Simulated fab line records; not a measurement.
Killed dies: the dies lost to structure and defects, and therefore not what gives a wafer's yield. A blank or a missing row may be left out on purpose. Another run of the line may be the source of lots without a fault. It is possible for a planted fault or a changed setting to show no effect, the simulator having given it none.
Which tool was responsible? :: flow nand harc :: 16 wafers from 6 lots sampled at 5 of the route's 1302 steps

WHAT THE GAUGES READ, wafer by wafer
NHARC_END_SORT_01.
lot: L599
measured: day 29 18:49
on: prober-02
killed at array: 68 69 75

EACH LOT AND THE TOOL THAT RAN IT (in order: tool; ch and the chambers of the sampled wafers; start)
lot: L591
NHARC_A_CONTACT_ETCH_136: har cap etch-02 ch 0,1, day 22 23:30
NHARC_A_CONTACT_ETCH_98: rie diel-09 ch 0,1,3, day 23 01:01
NHARC_A_CONTACT_ETCH_110: rie diel-10 ch 0,2, day 23 01:24
NHARC_A_CONTACT_ALD_18: ald metal-03 ch 1,2,3, day 23 02:04

lot: L592
NHARC_A_CONTACT_ETCH_136: har cap etch-03 ch 0,1, day 23 14:05
NHARC_A_CONTACT_ETCH_98: rie diel-11 ch 0,1,3, day 23 15:33
NHARC_A_CONTACT_ETCH_110: rie diel-09 ch 0,3, day 23 15:55
NHARC_A_CONTACT_ALD_18: ald metal-01 ch 1,2,3, day 23 16:37

lot: L599
NHARC_A_CONTACT_ETCH_136: har cap etch-01 ch 0,1, day 27 10:08
NHARC_A_CONTACT_ETCH_98: rie diel-09 ch 0,1,3, day 27 11:44
NHARC_A_CONTACT_ETCH_110: rie diel-10 ch 1,2, day 27 12:11
NHARC_A_CONTACT_ALD_18: ald metal-04 ch 0,1, day 27 12:50

lot: L600
NHARC_A_CONTACT_ETCH_136: har cap etch-03 ch 0,1, day 27 18:54
NHARC_A_CONTACT_ETCH_98: rie diel-11 ch 0,1,3, day 27 20:19
NHARC_A_CONTACT_ETCH_110: rie diel-10 ch 0,1,2, day 27 20:41
NHARC_A_CONTACT_ALD_18: ald metal-04 ch 1,3, day 27 21:20

lot: L602
NHARC_A_CONTACT_ETCH_136: har cap etch-03 ch 0,1, day 28 11:15
NHARC_A_CONTACT_ETCH_98: rie diel-11 ch 3, day 28 12:38
NHARC_A_CONTACT_ETCH_110: rie diel-10 ch 0,2, day 28 13:01
NHARC_A_CONTACT_ALD_18: ald metal-03 ch 0,2, day 28 13:43

lot: L604
NHARC_A_CONTACT_ETCH_136: har cap etch-01 ch 0, day 29 05:35
NHARC_A_CONTACT_ETCH_98: rie diel-11 ch 0,1, day 29 07:04
NHARC_A_CONTACT_ETCH_110: rie diel-11 ch 1,2, day 29 07:29
NHARC_A_CONTACT_ALD_18: ald metal-04 ch 0,1, day 29 08:15
- NHARC_A_CONTACT_ETCH_136: etches the open film in C4F8/O2/Ar, time 311 s, target depth 1912 nm.
- NHARC_A_CONTACT_ETCH_98: etches the open film in C4F6/O2, target depth 20 nm, time 10 s.
- NHARC_A_CONTACT_ETCH_110: etches the open film in CF4/O2, target depth 60 nm, overetch 6 nm, time 33 s.
- NHARC_A_CONTACT_ALD_18: deposits TiN, target thk 3 nm, pulse time 1 s, ald cycles 150.

THE ANSWER, worked out from the rows above alone
Rule: usual is defined by the lots themselves. Put in order of their means at a reading, lots are off if they are a third of the lots or fewer, leave a main group of 4 or more, and stand apart from it by a gap of 3 or more times the standard deviation of the main group's means; of several such gaps the widest counts. A main group is skipped when, at the precision printed for the reading in the tables above, its means are all equal. Also off: a lot with no number at a reading for which 4 or more lots have one. Any other lot the step has rows for is counted as sound.
No lot is off on any of the readings shown, so nothing can be concluded from this.

WHAT THE SIMULATOR PUT IN
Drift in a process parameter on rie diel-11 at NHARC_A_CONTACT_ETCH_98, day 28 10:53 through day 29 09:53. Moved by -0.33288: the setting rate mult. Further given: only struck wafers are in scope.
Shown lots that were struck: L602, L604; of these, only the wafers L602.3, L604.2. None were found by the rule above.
